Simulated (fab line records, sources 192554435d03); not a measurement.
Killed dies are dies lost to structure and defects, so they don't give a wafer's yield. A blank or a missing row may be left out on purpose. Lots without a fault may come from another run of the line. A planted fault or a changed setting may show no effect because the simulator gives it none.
A struck lot beside a sound one | flow n5_finfet | 16 steps out of a route of 1938
Sound: wafers L792.2, L792.3, L792.4. Struck: wafers L805.2, L805.4, L805.6. The cause comes at the end.
At each step with rows: each side's tool, then ch and its chambers, then its first start. Under that, the readings that differ: sound wafers | struck wafers | difference of the means | sigmas: that difference in standard deviations of wafers without a fault.
alike: readings whose means differ by less than 2 such deviations, and words and numbers that are the same on both sides. not compared: withheld readings, readings that some wafer has no value for, bounds like >300 that may hide the same value, and numbers for which the record gives no deviation and whose values overlap.
The two part at a step that has a row with sigmas, a row that says differs or no value, or rows on one side only. Numbers that don't overlap but have no deviation are shown without sigmas and don't part them. A reading that every wafer of one side lacks parts them only if that side has two wafers or more.

first, 6 steps without rows for these wafers: N5_BEOL_M3_COAT_22 (resist thk 30 nm); N5_BEOL_M3_EBR_24; N5_BEOL_M3_SOFTBAKE_23 (time 60 s); N5_BEOL_M3_EXPOSE_25 (exposes mask V2, defocus 5 nm); N5_BEOL_M3_PEB_26 (peb time 60 s); N5_BEOL_M3_DEVELOP_27 (develop time 30 s).
N5_BEOL_M3_CD_MEAS_28: target cd 25.7 nm, target cd y 23.3 nm.
  sound on cd_sem-02 ch 0, day 7 22:07; struck on cd_sem-03 ch 0, day 11 15:14
  alike: cd_nm
N5_BEOL_M3_OVL_MEAS_29:
  sound on overlay-02 ch 0, day 7 22:10; struck on overlay-01 ch 0, day 11 15:16
  alike: V2_OVL
N5_BEOL_M3_INSPECT_30: inspects for defects (brightfield).
  sound on defect_inspect-02, day 7 22:13; struck on defect_inspect-01, day 11 15:20
  alike: raw_defect_count
N5_BEOL_M3_DESCUM_33: chemistry O2, time 7 s.
  sound on rie_diel-03 ch 1,2,3, day 7 22:31; struck on rie_diel-05 ch 2,3, day 11 15:22
  reading                | sound             | struck            | difference | sigmas
  throttle_valve_pct (%) | 20.38 20.31 20.24 | 20.82 20.60 20.84 | +0.44      | +2
  alike: drypump_motor_current_A, oes_product_au, rf_vpp_V, showerhead_plenum_p_Torr, temp_c
  not compared: rf_hours_counter_h
N5_BEOL_M3_ETCH_77: etches underlayer in N2/H2, target depth 6.5 nm, time 5.2 s.
  sound on rie_diel-03 ch 1,2,3, day 7 22:34; struck on rie_diel-05 ch 2,3, day 11 15:23
  alike: drypump_motor_current_A, etch_rf_on_time_s, oes_product_au, rf_vpp_V, showerhead_plenum_p_Torr, throttle_valve_pct
  not compared: rf_hours_counter_h
N5_BEOL_M3_ETCH_69: etches SiARC in CF4, target depth 15.6 nm, time 26 s.
  sound on rie_diel-03 ch 1,2,3, day 7 22:34; struck on rie_diel-05 ch 2,3, day 11 15:25
  reading                         | sound             | struck            | difference | sigmas
  rf_vpp_V (V)                    | 184.5 185.2 183.6 | 181.8 183.4 181.3 | -2.3       | -2
  showerhead_plenum_p_Torr (Torr) | 2.13 2.20 2.16    | 2.03 2.05 2.03    | -0.13      | -2
  alike: drypump_motor_current_A, etch_rf_on_time_s, oes_product_au, throttle_valve_pct
  not compared: rf_hours_counter_h
N5_BEOL_M3_ALD_98: deposits SiO2, target thk 2.5 nm, pulse time 1 s, co reactant pulse time 1 s.
  sound on ald_sin-01 ch 0,1,2, day 7 22:40; struck on ald_sin-02 ch 0,1,3, day 11 15:29
  no value came back on the struck wafers for ald_cycles, chamber_pressure_Torr (Torr), heater_power_w (W), precursor_pulse_height_rel; on the sound wafers ald_cycles reads 17 17 17
N5_BEOL_M3_ETCHBACK_99: etches SiO2 in CHF3, target depth 5 nm, time 10.4 s.
  sound on rie_diel-02 ch 0,1,2, day 7 23:01; struck on rie_diel-05 ch 0,1,2, day 11 17:32
  alike: drypump_motor_current_A, oes_product_au, rf_vpp_V, showerhead_plenum_p_Torr, throttle_valve_pct
  not compared: rf_hours_counter_h
N5_BEOL_M4_RC_MEAS_101:
  sound on prober-01 ch 0, day 8 18:37; struck on prober-01 ch 0, day 12 09:55
  alike: DIBL_N, DIBL_P, IOFF_N, IOFF_P, ION_N, ION_P, SS_N, SS_P, VT_N, VT_P
-- the record jumps here: 4 days lie between the struck wafers' starts before and after (it left off in module BEOL_M4 and takes up again in module PASSIVATION, whose first step shown is number 1936 of the route) --
N5_PASSIVATION_PROBE_49:
  sound on prober-02, day 12 19:49; struck on prober-02, day 16 17:59
  alike: defect_limited_yield, killed_at_M0_to_M3, killed_at_M4_up, killed_at_contacts, killed_at_front_end, killed_at_other, killed_dies, killed_open, killed_short, sort_bin_5_function, sort_bin_6_memory, sort_n_pass, sort_yield_pct

WHERE THEY PART
First at N5_BEOL_M3_DESCUM_33; last, within this record, at N5_BEOL_M3_ALD_98. Later steps at which nothing parts them and some readings are alike: N5_BEOL_M3_ETCHBACK_99, N5_BEOL_M4_RC_MEAS_101, N5_PASSIVATION_PROBE_49.

WHY: what the simulator had put in
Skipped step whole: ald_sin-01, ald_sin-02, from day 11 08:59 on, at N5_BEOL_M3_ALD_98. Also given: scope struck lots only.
